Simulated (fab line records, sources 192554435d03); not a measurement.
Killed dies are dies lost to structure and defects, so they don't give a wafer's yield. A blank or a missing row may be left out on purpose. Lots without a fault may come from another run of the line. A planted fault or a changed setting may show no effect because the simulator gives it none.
Chamber matching | flow n5_finfet | N5_HKMG_FIN_DESCUM_53 on rie_diel-03: 4 sister chambers
The step chemistry O2, time 7.9 s. 4 wafers are shown with their chamber, then 10 later ones without.

WAFERS WITH THEIR CHAMBER
wafer  | chamber | showerhead_plenum_p_Torr (Torr)
L078.6 | 0       | 1.97
L086.5 | 1       | 2.21
L089.1 | 2       | 2.00
L089.2 | 3       | 2.09

WAFERS WITHOUT THEIR CHAMBER
wafer  | showerhead_plenum_p_Torr (Torr)
L089.4 | 2.00
L090.1 | 2.21
L090.4 | 2.09
L090.6 | 2.21
L094.3 | 2.22
L094.4 | 2.21
L094.5 | 2.00
L096.1 | 2.22
L096.3 | 2.09
L096.4 | 2.09

WHICH CHAMBER EACH WENT THROUGH
wafer  | from the rows above | in truth
L089.4 | 2                   | 2
L090.1 | 1                   | 1
L090.4 | 3                   | 3
L090.6 | 1                   | 1
L094.3 | 1                   | 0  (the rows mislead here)
L094.4 | 1                   | 1
L094.5 | 2                   | 2
L096.1 | 1                   | 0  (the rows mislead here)
L096.3 | 3                   | 3
L096.4 | 3                   | 3
Placed correctly: 8 of 10. Can't be placed from these rows: 0. Placed wrongly: 2.
How it was worked out, from the rows above alone: a wafer's distance from a chamber is the root of the sum, over the readings, of the square of ((its reading less the chamber's mean) divided by the reading's scatter). The wafer belongs to the nearest chamber; if the next one is less than 2 further off, it can't be placed. A chamber's mean is the mean of its shown wafers. The scatter: with one shown wafer a chamber, the root of the mean of the squares of how far each hidden wafer lies from its nearest shown one.
